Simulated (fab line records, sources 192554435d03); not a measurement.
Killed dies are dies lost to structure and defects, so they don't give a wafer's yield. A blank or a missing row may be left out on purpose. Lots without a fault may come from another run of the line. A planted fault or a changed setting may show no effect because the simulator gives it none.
fab line records | flow n5_finfet
record lots=24 wafers=72 last_day=17
route steps=1938 shown BEOL_M9@1403 BEOL_M10@1473
lots that met no fault: from a run of the same line without faults
start_h: hours from the record's first day to the start of the lot's first wafer shown | wait_h: hours since the lot's step before | " the same as in the row above | L1.1+2: a row that stands for several wafers | - no value, or no start given | * or withheld: withheld | < > ~ a bound
route shown NAME@n: a module of which the file shows steps, and the number in the route of the first | usual: mean/standard deviation of fault-free wafers | same: alike in all rows | chamber/n: place in a boat | sites: the reading at each site | _std_site: their standard deviation | _edge_site: outer sites' mean less inner sites' | radius_mm: how far each site lies from the wafer's centre | mask NAME#n: copy n | behind: the tool/chamber that last shaped the wafer | hold: why the lot was held/for how many hours/how that ended | device: the transistor (n, p or np) that didn't switch | end of line: the same wafers' tests at the end of the route | a step without rows: its recipe alone | killed: dies lost to structure and defects at the first sort, not the wafer's yield | map: a wafer's dies, x killed, . not, _ none there
set.NAME: the setting as run; set.NAME@STEP: as run at that earlier step | model.NAME: the simulator's own value behind a step, which no gauge read
steps of the route over a sample of lots; a table a step, a row a wafer
services: from which hour (start_h, from the record's first day; less than 0 if before it) a tool's chamber was out of use, for how many hours, and why
## steps
# step N5_BEOL_M9_THK_MEAS_01
# recipe reads=SiCOH_lowk_of_BEOL_M9_ILD_DEP_00
# usual M9_ILD_THK=267/3.8
# columns lot.wafer tool chamber start_h wait_h M9_ILD_THK[nm]
L075.3 film_metro-01 - 199.88 0.3 264
L075.4 " - " " 267
L075.6 " - " " 268
L074.1 film_metro-02 - 205.62 0.4 259
L074.2 " - " " 262
L074.4 " - " " 268
L076.2 film_metro-01 - 219.35 0.4 266
L076.3 " - " " 263
L076.5 " - " " 266
L077.4 film_metro-02 - 219.66 0.2 272
L077.5 " - " " 265
L077.6 " - " " 266
L079.2 film_metro-02 - 227.09 0.4 263
L079.3 " - " " 270
L079.6 " - " " 269
L078.1 film_metro-02 - 231.84 0.4 266
L078.2 " - " " 267
L078.6 " - " " 269
L080.2 film_metro-01 - 233.63 0.4 263
L080.3 " - " " 263
L080.6 " - " " 272
L081.2 film_metro-01 - 235.85 0.4 268
L081.5 " - " " 273
L081.6 " - " " 276
L082.1 film_metro-01 - 244.93 0.4 261
L082.3 " - " " 264
L082.4 " - " " 269
L083.1 film_metro-02 - 248.88 0.4 266
L083.2 " - " " 262
L083.4 " - " " 271
L084.2 film_metro-01 - 269.60 0.4 275
L084.3 " - " " 270
L084.6 " - " " 273
L086.2 film_metro-01 - 288.95 0.4 267
L086.4 " - " " 268
L086.6 " - " " 270
L087.3 film_metro-01 - 289.22 0.3 264
L087.5 " - " " 270
L087.6 " - " " 268
L085.1 film_metro-01 - 291.21 0.4 266
L085.3 " - " " 267
L085.4 " - " " 270
L088.1 film_metro-01 - 303.76 0.4 267
L088.5 " - " " 270
L088.6 " - " " 263
L089.3 film_metro-01 - 303.81 0.3 263
L089.4 " - " " 269
L089.6 " - " " 263
L091.1 film_metro-01 - 304.60 0.4 269
L091.2 " - " " 269
L091.6 " - " " 273
L090.2 film_metro-01 - 304.77 0.4 267
L090.4 " - " " 270
L090.5 " - " " 270
L093.1 film_metro-01 - 308.85 0.4 267
L093.3 " - " " 268
L093.4 " - " " 279
L092.1 film_metro-02 - 308.91 0.4 263
L092.4 " - " " 273
L092.6 " - " " 274
L094.2 film_metro-02 - 310.41 0.4 261
L094.3 " - " " 262
L094.5 " - " " 268
L095.4 film_metro-01 - 337.54 0.2 268
L095.5 " - " " 268
L095.6 " - " " 270
L096.4 film_metro-01 - 338.96 0.2 271
L096.5 " - " " 270
L096.6 " - " " 266
L097.1 film_metro-02 - 352.96 0.4 267
L097.4 " - " " 270
L097.5 " - " " 274
# step N5_BEOL_M9_DESCUM_16
# recipe chemistry=O2 time_s=7.9 source_power_w=50 bias_power_w=20 pressure_mtorr=20 rf_frequency_hz=2.712e+07 temp_c=40 resist=CAR-ArF o2_flow_sccm=225
# usual drypump_motor_current_A=5.5/0.36 oes_product_au=0.81/0.1 rf_vpp_V=243.8/1.2 showerhead_plenum_p_Torr=2.14/0.057 temp_c=40.00/0.11 throttle_valve_pct=20.55/0.23
# same time_s=7.9
# columns lot.wafer tool chamber start_h wait_h drypump_motor_current_A oes_product_au rf_hours_counter_h rf_vpp_V showerhead_plenum_p_Torr temp_c throttle_valve_pct
L075.3 rie_diel-06 2 200.75 0.0 5.1 0.87 66 244.1 2.15 39.95 20.51
L075.4 " 1 " " 5.9 0.70 220 244.6 2.17 39.92 20.80
L075.6 " 0 " " 5.3 0.75 - 244.8 2.20 40.16 20.57
L074.1 rie_diel-02 1 207.75 0.0 5.9 0.71 219 244.4 2.10 40.02 20.49
L074.2 " 0 " " 5.8 0.87 49 244.0 2.14 39.93 20.43
L074.4 " 0 " " 5.8 0.86 - 243.1 2.14 39.96 20.43
L076.2 rie_diel-02 1 220.14 0.0 5.9 0.71 222 242.8 2.10 40.00 20.51
L076.3 " 3 " " 5.8 0.70 243 242.6 2.06 40.02 20.79
L076.5 " 0 " " 5.8 0.86 - 245.0 2.14 39.96 20.44
L077.4 rie_diel-01 0 220.84 0.1 5.3 0.88 - 243.6 2.13 40.00 20.70
L077.5 " 3 " " 5.2 0.68 - 241.2 2.07 40.16 20.72
L077.6 " 1 " " 5.5 0.74 - 244.2 2.15 39.83 20.41
L079.2 rie_diel-06 2 227.64 0.0 5.0 0.86 74 244.9 2.15 39.95 20.52
L079.3 " 0 " " 5.4 0.74 171 244.4 2.20 40.21 20.59
L079.6 " 2 " " 5.0 0.85 - 242.6 2.15 40.12 20.54
L078.1 rie_diel-01 1 232.69 0.2 5.5 0.72 175 245.5 2.15 40.07 20.42
L078.2 " 2 " " 5.9 0.71 225 243.1 2.04 40.13 20.67
L078.6 " 1 " " 5.5 0.72 - 244.8 2.15 40.00 20.41
L080.2 rie_diel-06 1 234.79 0.0 6.0 0.69 231 244.5 2.17 40.04 20.83
L080.3 " 2 " " 5.0 0.86 77 243.5 2.15 39.94 20.53
L080.6 " 1 " " 6.0 0.69 - 245.6 2.17 40.06 20.84
L081.2 rie_diel-01 3 237.06 0.0 5.2 0.67 244 243.6 2.07 39.88 20.75
L081.5 " 1 " " 5.5 0.72 - 242.9 2.15 40.06 20.41
L081.6 " 0 " " 5.3 0.86 - 242.8 2.13 40.06 20.71
L082.1 rie_diel-06 1 246.44 0.0 5.9 0.69 234 243.9 2.17 40.04 20.83
L082.3 " 2 " " 5.0 0.84 80 243.9 2.15 40.12 20.55
L082.4 " 3 " " 4.9 0.69 240 240.6 1.97 40.06 20.95
L083.1 rie_diel-02 0 250.28 0.0 5.9 0.84 65 243.7 2.14 39.84 20.45
L083.2 " 1 " " 5.9 0.69 234 243.3 2.09 40.09 20.52
L083.4 " 1 " " 5.9 0.69 - 243.6 2.10 39.99 20.53
L084.2 rie_diel-02 1 270.16 0.0 5.9 0.70 239 242.3 2.09 40.12 20.54
L084.3 " 0 " " 5.8 0.85 70 245.1 2.14 39.70 20.45
L084.6 " 1 " " 5.9 0.69 - 242.4 2.09 40.07 20.54
L086.2 rie_diel-06 1 289.87 0.0 6.0 0.68 245 244.1 2.17 40.11 20.85
L086.4 " 0 " " 5.3 0.73 - 244.7 2.19 39.98 20.61
L086.6 " 1 " " 5.9 0.68 - 242.8 2.17 40.02 20.84
L087.3 rie_diel-02 1 290.84 0.1 5.9 0.69 245 243.5 2.09 39.97 20.54
L087.5 " 3 " " 5.8 0.97 - 242.7 2.06 39.73 20.44
L087.6 " 2 " " 5.6 0.91 - 243.5 2.10 40.23 19.88
L085.1 rie_diel-06 2 292.33 0.0 5.1 0.83 96 244.2 2.14 39.98 20.56
L085.3 " 1 " " 5.9 0.68 246 243.9 2.17 40.20 20.85
L085.4 " 1 " " 6.0 0.68 - 244.0 2.17 40.15 20.86
L088.1 rie_diel-02 2 305.36 0.1 5.7 0.93 30 243.5 2.10 39.88 19.88
L088.5 " 3 " " 5.8 0.95 - 241.8 2.06 39.94 20.45
L088.6 " 2 " " 5.7 0.92 - 243.9 2.10 39.97 19.88
L089.3 rie_diel-06 3 305.45 0.0 4.9 1.01 3 245.4 2.23 40.08 20.61
L089.4 " 0 " " 5.3 0.73 - 243.4 2.19 40.19 20.61
L089.6 " 3 " " 4.9 1.00 - 245.9 2.23 40.04 20.61
L091.1 rie_diel-06 2 305.79 0.0 5.0 0.82 101 243.2 2.14 40.10 20.58
L091.2 " 3 " " 4.9 1.00 3 246.0 2.23 40.12 20.62
L091.6 " 3 " " 4.9 0.99 - 246.8 2.23 40.01 20.62
L090.2 rie_diel-06 2 306.04 0.1 5.0 0.83 102 243.5 2.14 40.09 20.58
L090.4 " 3 " " 4.9 1.01 - 246.2 2.23 40.17 20.62
L090.5 " 0 " " 5.4 0.73 - 245.1 2.19 39.99 20.60
L093.1 rie_diel-01 0 311.87 0.2 5.3 0.85 68 242.3 2.12 39.96 20.73
L093.3 " 1 " " 5.5 0.70 204 243.4 2.14 40.06 20.45
L093.4 " 0 " " 5.3 0.84 - 242.8 2.12 39.83 20.74
L092.1 rie_diel-02 3 311.92 0.1 5.7 0.94 12 240.6 2.05 39.99 20.46
L092.4 " 2 " " 5.6 0.91 - 245.8 2.10 39.85 19.90
L092.6 " 3 " " 5.8 0.95 - 243.7 2.05 40.00 20.45
L094.2 rie_diel-06 2 312.18 0.0 5.1 0.82 104 243.0 2.14 39.97 20.57
L094.3 " 0 " " 5.3 0.71 200 244.0 2.19 39.82 20.61
L094.5 " 2 " " 5.0 0.82 - 244.0 2.14 40.04 20.58
L095.4 rie_diel-06 1 342.32 0.4 6.0 0.93 9 243.9 2.16 39.77 20.47
L095.5 " 1 " " 6.0 0.94 - 243.2 2.16 40.14 20.45
L095.6 " 0 " " 5.3 0.70 - 244.0 2.19 40.10 20.65
L096.4 rie_diel-06 0 342.57 0.3 5.3 0.71 209 245.3 2.19 39.89 20.63
L096.5 " 1 " " 6.0 0.93 - 242.7 2.16 39.89 20.47
L096.6 " 2 " " 5.0 0.81 - 244.0 2.14 40.08 20.61
L097.1 rie_diel-06 0 355.39 0.3 5.3 0.71 214 244.3 2.19 39.90 20.65
L097.4 " 2 " " 5.0 0.79 118 242.6 2.13 39.88 20.60
L097.5 " 0 " " 5.4 0.71 - 245.4 2.19 39.83 20.65
# step N5_BEOL_M9_ETCH_61
# recipe chemistry=CF4 target=SiARC target_depth_a=390 mask_material=CAR-ArF time_s=65 ion_energy_ev=80 pressure_mtorr=40 source_w=545 bias_w=36 Ar_flow_sccm=100 cf4_flow_sccm=100 ends=cleared
# usual drypump_motor_current_A=5.4/0.36 etch_rf_on_time_s=63.9/2.2 oes_product_au=0.69/0.086 rf_vpp_V=184.5/0.97 showerhead_plenum_p_Torr=2.17/0.057 throttle_valve_pct=15.64/0.26
# columns lot.wafer tool chamber start_h wait_h drypump_motor_current_A etch_rf_on_time_s oes_product_au rf_hours_counter_h rf_vpp_V showerhead_plenum_p_Torr throttle_valve_pct
L075.3 rie_diel-06 2 200.79 0.0 5.0 61.8 0.75 66 183.4 2.15 15.40
L075.4 " 1 " " 5.9 63.1 0.61 220 184.0 2.21 15.90
L075.6 " 0 " " 5.3 60.8 0.65 - 184.9 2.22 15.48
L074.1 rie_diel-02 1 207.79 0.0 5.9 66.0 0.60 219 183.2 2.14 15.58
L074.2 " 0 " " 5.8 67.7 0.72 49 184.5 2.18 15.59
L074.4 " 0 " " 5.8 67.4 0.72 - 184.3 2.19 15.58
L076.2 rie_diel-02 1 220.18 0.0 5.9 66.3 0.60 222 184.8 2.13 15.59
L076.3 " 3 " " 5.8 65.9 0.59 243 183.9 2.10 15.92
L076.5 " 0 " " 5.8 67.5 0.72 - 185.1 2.18 15.58
L077.4 rie_diel-01 0 220.89 0.0 5.3 64.0 0.73 - 184.9 2.18 15.85
L077.5 " 3 " " 5.2 65.6 0.59 - 183.0 2.11 15.91
L077.6 " 1 " " 5.5 66.5 0.62 - 184.9 2.20 15.69
L079.2 rie_diel-06 2 227.68 0.0 5.1 62.5 0.74 74 183.6 2.14 15.42
L079.3 " 0 " " 5.3 62.0 0.64 171 183.4 2.21 15.49
L079.6 " 2 " " 5.0 62.2 0.74 - 184.1 2.15 15.42
L078.1 rie_diel-01 1 232.73 0.0 5.5 66.8 0.63 175 184.8 2.20 15.70
L078.2 " 2 " " 5.8 65.6 0.60 225 183.1 2.11 16.02
L078.6 " 1 " " 5.5 67.5 0.62 - 186.4 2.20 15.70
L080.2 rie_diel-06 1 234.83 0.0 6.0 63.0 0.59 231 183.8 2.20 15.94
L080.3 " 2 " " 5.0 62.1 0.74 77 183.2 2.14 15.44
L080.6 " 1 " " 6.0 62.9 0.60 - 184.1 2.20 15.93
L081.2 rie_diel-01 3 237.09 0.0 5.2 65.2 0.59 244 183.5 2.10 15.91
L081.5 " 1 " " 5.5 67.0 0.62 - 185.5 2.20 15.68
L081.6 " 0 " " 5.3 64.0 0.72 - 184.1 2.18 15.85
L082.1 rie_diel-06 1 246.48 0.0 6.0 63.2 0.59 234 183.5 2.20 15.94
L082.3 " 2 " " 5.0 63.0 0.73 80 184.8 2.14 15.43
L082.4 " 3 " " 4.9 63.7 0.59 240 184.1 2.06 16.34
L083.1 rie_diel-02 0 250.32 0.0 5.8 67.9 0.69 65 186.8 2.18 15.61
L083.2 " 1 " " 5.9 66.4 0.59 234 184.4 2.13 15.64
L083.4 " 1 " " 5.9 66.4 0.59 - 184.0 2.13 15.63
L084.2 rie_diel-02 1 270.19 0.0 5.9 66.3 0.58 239 183.8 2.13 15.63
L084.3 " 0 " " 5.8 67.3 0.70 70 183.2 2.18 15.63
L084.6 " 1 " " 5.9 66.1 0.59 - 183.9 2.13 15.62
L086.2 rie_diel-06 1 289.90 0.0 5.9 62.9 0.59 245 183.9 2.20 15.95
L086.4 " 0 " " 5.3 60.6 0.64 - 184.4 2.21 15.52
L086.6 " 1 " " 5.9 63.1 0.59 - 184.2 2.20 15.94
L087.3 rie_diel-02 1 290.87 0.0 5.9 66.3 0.59 245 185.3 2.13 15.64
L087.5 " 3 " " 5.8 64.1 0.81 - 183.5 2.09 15.46
L087.6 " 2 " " 5.6 66.4 0.76 - 184.8 2.16 15.15
L085.1 rie_diel-06 2 292.36 0.0 5.0 62.2 0.72 96 184.4 2.14 15.46
L085.3 " 1 " " 5.9 63.4 0.59 246 185.9 2.20 15.95
L085.4 " 1 " " 6.0 63.3 0.58 - 184.8 2.20 15.95
L088.1 rie_diel-02 2 305.39 0.0 5.6 65.4 0.77 30 183.3 2.16 15.14
L088.5 " 3 " " 5.8 63.1 0.81 - 185.0 2.09 15.46
L088.6 " 2 " " 5.7 65.8 0.76 - 185.4 2.16 15.14
L089.3 rie_diel-06 3 305.48 0.0 4.9 61.5 0.86 3 185.8 2.31 15.86
L089.4 " 0 " " 5.3 61.2 0.63 - 184.3 2.21 15.55
L089.6 " 3 " " 4.9 62.4 0.86 - 186.7 2.31 15.87
L091.1 rie_diel-06 2 305.82 0.0 5.0 61.6 0.71 101 184.1 2.14 15.47
L091.2 " 3 " " 4.9 62.2 0.86 3 187.2 2.31 15.87
L091.6 " 3 " " 4.9 62.1 0.86 - 186.5 2.31 15.87
L090.2 rie_diel-06 2 306.07 0.0 5.0 61.8 0.71 102 185.0 2.14 15.47
L090.4 " 3 " " 4.9 61.8 0.86 - 185.0 2.31 15.87
L090.5 " 0 " " 5.3 61.1 0.62 - 183.0 2.21 15.54
L093.1 rie_diel-01 0 311.91 0.0 5.3 63.6 0.70 68 184.4 2.18 15.87
L093.3 " 1 " " 5.5 68.4 0.60 204 185.0 2.19 15.76
L093.4 " 0 " " 5.3 63.8 0.70 - 184.9 2.18 15.89
L092.1 rie_diel-02 3 311.95 0.0 5.7 63.4 0.81 12 183.9 2.09 15.47
L092.4 " 2 " " 5.7 64.9 0.76 - 183.8 2.16 15.13
L092.6 " 3 " " 5.7 63.4 0.81 - 183.9 2.09 15.47
L094.2 rie_diel-06 2 312.21 0.0 5.0 61.6 0.72 104 183.4 2.13 15.48
L094.3 " 0 " " 5.4 61.5 0.62 200 184.7 2.21 15.51
L094.5 " 2 " " 5.0 61.6 0.72 - 185.5 2.13 15.47
L095.4 rie_diel-06 1 342.36 0.0 5.9 62.9 0.81 9 184.8 2.19 15.48
L095.5 " 1 " " 6.0 63.8 0.81 - 185.8 2.19 15.48
L095.6 " 0 " " 5.3 61.8 0.61 - 184.8 2.20 15.57
L096.4 rie_diel-06 0 342.61 0.0 5.3 62.4 0.62 209 184.3 2.20 15.55
L096.5 " 1 " " 5.9 64.2 0.80 - 183.9 2.19 15.47
L096.6 " 2 " " 5.0 62.8 0.70 - 184.8 2.13 15.49
L097.1 rie_diel-06 0 355.42 0.0 5.3 61.8 0.62 214 184.1 2.20 15.57
L097.4 " 2 " " 5.0 62.7 0.70 118 184.7 2.13 15.51
L097.5 " 0 " " 5.4 61.1 0.62 - 184.7 2.20 15.57
# step N5_BEOL_M9_OVL_MEAS_29
# recipe points_per_wafer=522
# usual V8_OVL=0.4/0.69
# columns lot.wafer tool chamber start_h wait_h V8_OVL[nm]
L075.3 overlay-02 0 201.59 0.0 -0.5
L075.4 " 0 " " -0.1
L075.6 " 0 " " -0.1
L074.1 overlay-01 0 208.66 0.0 -0.4
L074.2 " 0 " " -0.3
L074.4 " 0 " " -0.2
L076.2 overlay-02 0 222.91 0.0 0.2
L076.3 " 0 " " 0.6
L076.5 " 0 " " 0.7
L077.4 overlay-02 0 223.09 0.0 -1.1
L077.5 " 0 " " -0.2
L077.6 " 0 " " -1.0
L079.2 overlay-01 0 228.53 0.0 1.3
L079.3 " 0 " " 0.8
L079.6 " 0 " " 1.0
L078.1 overlay-02 0 233.48 0.0 -0.8
L078.2 " 0 " " -0.9
L078.6 " 0 " " 0.1
L080.2 overlay-02 0 235.63 0.0 1.3
L080.3 " 0 " " 0.5
L080.6 " 0 " " 1.5
L081.2 overlay-02 0 238.14 0.0 -0.4
L081.5 " 0 " " 1.1
L081.6 " 0 " " 0.6
L082.1 overlay-01 0 247.90 0.0 1.0
L082.3 " 0 " " -0.2
L082.4 " 0 " " 1.3
L083.1 overlay-02 0 251.19 0.0 0.4
L083.2 " 0 " " -0.3
L083.4 " 0 " " 0.2
L084.2 overlay-02 0 271.00 0.0 -0.5
L084.3 " 0 " " 0.8
L084.6 " 0 " " 0.6
L086.2 overlay-02 0 290.85 0.0 -0.5
L086.4 " 0 " " -0.5
L086.6 " 0 " " -0.9
L087.3 overlay-01 0 291.70 0.0 1.1
L087.5 " 0 " " 0.1
L087.6 " 0 " " 0.4
L085.1 overlay-01 0 293.24 0.0 0.8
L085.3 " 0 " " 0.2
L085.4 " 0 " " 0.9
L088.1 overlay-02 0 306.56 0.0 0.7
L088.5 " 0 " " 0.2
L088.6 " 0 " " 0.8
L089.3 overlay-02 0 306.76 0.0 -0.5
L089.4 " 0 " " 0.7
L089.6 " 0 " " 0.1
L091.1 overlay-02 0 306.91 0.0 1.8
L091.2 " 0 " " 0.4
L091.6 " 0 " " 1.4
L090.2 overlay-02 0 306.96 0.0 0.3
L090.4 " 0 " " 0.5
L090.5 " 0 " " 0.6
L093.1 overlay-01 0 314.47 0.0 -0.7
L093.3 " 0 " " 0.2
L093.4 " 0 " " 0.7
L092.1 overlay-02 0 314.51 0.0 0.1
L092.4 " 0 " " 1.2
L092.6 " 0 " " 1.2
L094.2 overlay-01 0 314.56 0.0 0.5
L094.3 " 0 " " 1.7
L094.5 " 0 " " 0.3
L095.4 overlay-02 0 343.49 0.0 0.2
L095.5 " 0 " " 0.4
L095.6 " 0 " " -0.1
L096.4 overlay-01 0 343.53 0.0 1.4
L096.5 " 0 " " 1.7
L096.6 " 0 " " 1.4
L097.1 overlay-02 0 357.64 0.0 0.8
L097.4 " 0 " " 0.3
L097.5 " 0 " " 0.6
# step N5_BEOL_M9_CMP_52
# recipe stop_on=SiCOH_lowk t_overpolish_s=7 down_force_psi=1 platen_rpm=50 clearing_platen_down_force_psi=1.5 clearing_platen_rpm=50 post_cmp_clean=cu_alkaline target_thk_nm=140 clearing_platen_pad_velocity_m_s=0.99484 pad_velocity_m_s=0.99484
# usual barrier_field_endpoint_s=29.3/1.1 motor_current_A=6.3/0.85 overpolish_run_s=7.000/0.0095 time_to_endpoint_s=68/4.6
# columns lot.wafer tool chamber start_h wait_h barrier_field_endpoint_s motor_current_A overpolish_run_s time_to_endpoint_s
L075.4 cmp-01 1 205.16 0.2 29.3 7.3 7.004 64
L075.3 " 3 " " 28.8 6.6 7.014 63
L075.6 " 1 " " 29.3 7.4 6.996 66
L074.2 cmp-01 3 211.29 0.2 27.9 6.6 7.004 65
L074.4 " 0 " " 28.3 6.4 7.004 60
L074.1 " 2 " " 27.9 5.2 6.995 66
L076.3 cmp-03 0 226.46 0.3 28.7 8.0 7.004 64
L076.2 " 1 " " 31.3 5.7 7.002 80
L076.5 " 0 " " 29.0 7.9 7.002 66
L077.4 cmp-02 2 226.63 0.2 30.9 6.0 6.998 72
L077.6 " 3 " " 27.5 6.3 6.991 58
L077.5 " 0 " " 29.5 5.8 7.002 67
L079.3 cmp-03 3 230.92 0.2 28.2 6.1 7.002 64
L079.2 " 2 " " 28.9 5.6 7.016 70
L079.6 " 3 " " 29.0 5.9 6.996 63
L078.1 cmp-01 3 236.54 0.4 29.1 6.8 6.988 71
L078.2 " 0 " " 27.5 6.4 7.005 61
L078.6 " 1 " " 29.3 7.4 7.003 68
L080.2 cmp-03 0 239.99 0.3 28.1 7.6 6.992 64
L080.3 " 1 " " 30.3 5.2 6.998 74
L080.6 " 3 " " 28.4 5.9 6.995 62
L081.2 cmp-01 2 241.06 0.3 27.6 5.4 6.983 63
L081.5 " 1 " " 28.6 7.3 7.013 71
L081.6 " 2 " " 29.5 5.4 7.000 66
L082.3 cmp-03 1 251.97 0.2 29.3 5.4 7.000 71
L082.4 " 3 " " 27.8 5.7 7.003 61
L082.1 " 0 " " 28.9 7.8 7.013 68
L083.2 cmp-03 2 256.46 0.2 29.8 6.1 7.002 71
L083.1 " 3 " " 28.2 5.6 7.005 63
L083.4 " 0 " " 29.1 7.7 7.003 66
L084.3 cmp-01 3 273.90 0.2 28.8 6.5 7.008 69
L084.2 " 0 " " 28.1 6.0 6.989 60
L084.6 " 2 " " 28.4 5.1 7.004 64
L086.4 cmp-01 1 293.64 0.2 30.9 7.6 7.006 73
L086.2 " 2 " " 29.1 5.7 7.003 69
L086.6 " 1 " " 30.0 7.7 6.995 72
L087.3 cmp-01 0 294.15 0.3 27.3 6.6 6.983 66
L087.6 " 2 " " 30.3 5.3 6.994 69
L087.5 " 3 " " 29.7 6.7 7.006 73
L085.4 cmp-01 0 295.56 0.1 29.3 6.4 7.014 69
L085.1 " 1 " " 30.4 7.4 6.993 73
L085.3 " 2 " " 29.0 5.4 7.018 70
L088.1 cmp-03 3 308.81 0.3 28.4 5.8 6.999 63
L088.5 " 3 " " 28.8 5.8 6.989 65
L088.6 " 0 " " 29.4 7.8 6.999 70
L089.4 cmp-01 1 309.08 0.1 32.1 7.7 7.007 72
L089.3 " 2 " " 29.7 5.2 6.998 65
L089.6 " 1 " " 31.3 7.3 7.004 69
L091.1 cmp-01 3 311.32 0.3 30.2 6.6 7.001 73
L091.2 " 0 " " 28.6 6.5 6.997 66
L091.6 " 2 " " 30.2 5.2 6.990 70
L090.2 cmp-03 2 311.58 0.2 29.6 6.1 6.998 69
L090.4 " 0 " " 29.5 8.0 6.994 65
L090.5 " 2 " " 29.5 5.6 6.993 67
L092.4 cmp-01 2 316.93 0.1 28.5 5.2 6.994 68
L092.1 " 0 " " 27.5 6.6 6.990 66
L092.6 " 2 " " 29.9 5.6 7.014 72
L093.3 cmp-03 3 317.25 0.2 28.6 5.9 7.004 63
L093.1 " 0 " " 29.9 7.4 6.982 67
L093.4 " 1 " " 30.8 5.3 6.989 74
L094.2 cmp-01 0 317.86 0.2 28.8 6.7 7.006 59
L094.3 " 2 " " 28.6 5.4 6.990 65
L094.5 " 0 " " 28.0 6.3 7.015 63
L095.4 cmp-03 2 346.69 0.2 29.5 6.1 6.997 68
L095.5 " 0 " " 29.7 7.6 6.994 68
L095.6 " 1 " " 31.8 5.3 6.989 77
L096.4 cmp-01 2 347.17 0.1 29.5 5.3 6.999 65
L096.5 " 2 " " 28.7 5.3 6.995 64
L096.6 " 3 " " 30.9 6.7 6.999 71
L097.1 cmp-03 2 360.42 0.3 28.2 5.7 7.008 70
L097.4 " 1 " " 30.6 5.2 7.003 78
L097.5 " 2 " " 29.1 6.0 6.984 71
# step N5_BEOL_M10_PECVD_70
# recipe material=SiO2 target_thk_a=200 temp_c=400 precursor=TEOS/O2 pressure_torr=5.5 rf_w=450 teos_flow_sccm=53.8 gas=O2 flow_sccm=3000 time_s=22.7
# usual heater_power_w=741/77 showerhead_plenum_p_Torr=8.81/0.049 throttle_valve_pct=23.0/1.1
# same time_s=22.7
# columns lot.wafer tool chamber start_h wait_h heater_power_w showerhead_plenum_p_Torr since_wet_clean_h throttle_valve_pct
L075.3 pecvd-04 0 206.26 0.1 827 8.74 - 24.0
L075.4 " 1 " " 723 8.79 - 22.8
L075.6 " 0 " " 815 8.75 - 23.7
L074.1 pecvd-04 1 212.95 0.0 635 8.81 1461 22.7
L074.2 " 0 " " 697 8.75 736 23.9
L074.4 " 0 " " 699 8.74 - 23.7
L076.2 pecvd-02 1 227.66 0.0 713 8.78 2019 23.6
L076.3 " 2 " " 808 8.70 540 21.9
L076.5 " 0 " " 968 8.80 - 23.8
L077.4 pecvd-01 0 227.66 0.1 814 8.78 - 23.1
L077.5 " 2 " " 706 8.80 - 21.1
L077.6 " 1 " " 674 8.83 - 24.3
L079.2 pecvd-01 1 232.08 0.0 725 8.83 1842 24.2
L079.3 " 2 " " 707 8.83 363 21.4
L079.6 " 0 " " 732 8.81 - 23.3
L078.1 pecvd-01 2 237.64 0.0 766 8.83 369 21.0
L078.2 " 1 " " 716 8.83 1848 24.7
L078.6 " 2 " " 765 8.81 - 21.4
L080.2 pecvd-04 0 241.11 0.0 685 8.76 764 24.1
L080.3 " 1 " " 643 8.79 1489 22.7
L080.6 " 2 " " 723 8.92 - 21.2
L081.2 pecvd-01 0 242.15 0.0 749 8.82 1127 23.5
L081.5 " 2 " " 677 8.82 - 21.4
L081.6 " 0 " " 725 8.78 - 23.5
L082.1 pecvd-01 2 253.09 0.0 674 8.80 384 21.2
L082.3 " 0 " " 743 8.80 - 23.3
L082.4 " 2 " " 685 8.82 - 21.3
L083.1 pecvd-01 2 257.58 0.0 717 8.83 389 21.3
L083.2 " 0 " " 798 8.82 1143 23.5
L083.4 " 0 " " 810 8.80 - 23.5
L084.2 pecvd-04 1 275.02 0.0 778 8.77 1523 22.8
L084.3 " 1 " " 745 8.79 - 23.1
L084.6 " 1 " " 760 8.78 - 23.1
L086.2 pecvd-01 0 294.83 0.0 779 8.80 1180 23.3
L086.4 " 1 " " 595 8.84 - 24.3
L086.6 " 2 " " 732 8.82 - 21.5
L087.3 pecvd-01 0 295.29 0.0 725 8.82 1180 23.3
L087.5 " 0 " " 744 8.81 - 23.4
L087.6 " 1 " " 677 8.84 - 24.3
L085.1 pecvd-01 1 296.68 0.0 669 8.84 1907 24.5
L085.3 " 2 " " 675 8.83 428 21.4
L085.4 " 2 " " 695 8.84 - 21.5
L088.1 pecvd-02 2 309.93 0.0 791 8.71 622 22.2
L088.5 " 0 " " 873 8.79 - 23.8
L088.6 " 2 " " 779 8.69 - 22.2
L089.3 pecvd-04 2 310.20 0.0 743 8.92 79 21.3
L089.4 " 0 " " 793 8.76 - 24.5
L089.6 " 1 " " 700 8.79 - 22.8
L091.1 pecvd-02 2 312.41 0.0 791 8.71 625 22.2
L091.2 " 1 " " 700 8.78 2104 23.8
L091.6 " 2 " " 810 8.73 - 22.1
L090.2 pecvd-01 0 313.18 0.0 797 8.82 1198 23.2
L090.4 " 0 " " 785 8.77 - 23.4
L090.5 " 1 " " 686 8.81 - 24.1
L092.1 pecvd-04 1 318.05 0.0 766 8.80 1566 22.7
L092.4 " 1 " " 783 8.81 - 22.8
L092.6 " 2 " " 760 8.93 - 21.4
L093.1 pecvd-04 1 318.51 0.0 766 8.79 1566 22.9
L093.3 " 0 " " 727 8.78 841 24.3
L093.4 " 0 " " 711 8.79 - 24.3
L094.2 pecvd-04 1 318.99 0.0 727 8.78 1567 22.9
L094.3 " 2 " " 801 8.91 88 21.2
L094.5 " 1 " " 713 8.78 - 22.8
L095.4 pecvd-01 0 348.23 0.1 789 8.82 - 23.3
L095.5 " 1 " " 655 8.82 - 24.5
L095.6 " 2 " " 769 8.86 - 21.6
L096.4 pecvd-02 1 348.78 0.1 668 8.80 - 23.4
L096.5 " 2 " " 818 8.69 - 22.3
L096.6 " 0 " " 990 8.83 - 23.8
L097.1 pecvd-02 1 362.12 0.0 682 8.80 2154 23.6
L097.4 " 2 " " 703 8.71 - 22.3
L097.5 " 0 " " 988 8.82 - 23.7
## services
# columns tool chamber start_h hours kind
rie_diel-02 1 178.83 7.1 repair
cmp-02 - 180.72 4.0 pm
cmp-01 - 181.64 5.3 repair
cmp-01 - 189.61 2.0 repair
cmp-03 - 192.54 2.2 repair
pecvd-02 - 199.08 14.6 pm
cmp-03 - 202.26 2.2 repair
cmp-02 - 206.20 2.5 repair
rie_diel-01 2 220.13 3.2 repair
cmp-03 - 220.39 0.8 repair
pecvd-01 1 246.46 25.7 repair
cmp-01 - 248.37 4.8 pm
cmp-02 - 255.23 2.4 repair
cmp-02 - 259.41 8.9 repair
rie_diel-02 3 266.56 10.3 repair
cmp-01 - 277.89 4.0 pm
cmp-02 - 280.10 1.0 repair
cmp-03 - 297.69 2.2 repair
pecvd-04 - 299.98 0.4 repair
rie_diel-02 3 320.24 22.2 repair
rie_diel-01 0 350.91 2.9 repair
rie_diel-06 2 352.76 1.7 repair
cmp-01 - 355.90 3.3 repair
rie_diel-02 1 356.52 10.3 repair
## key
fault none
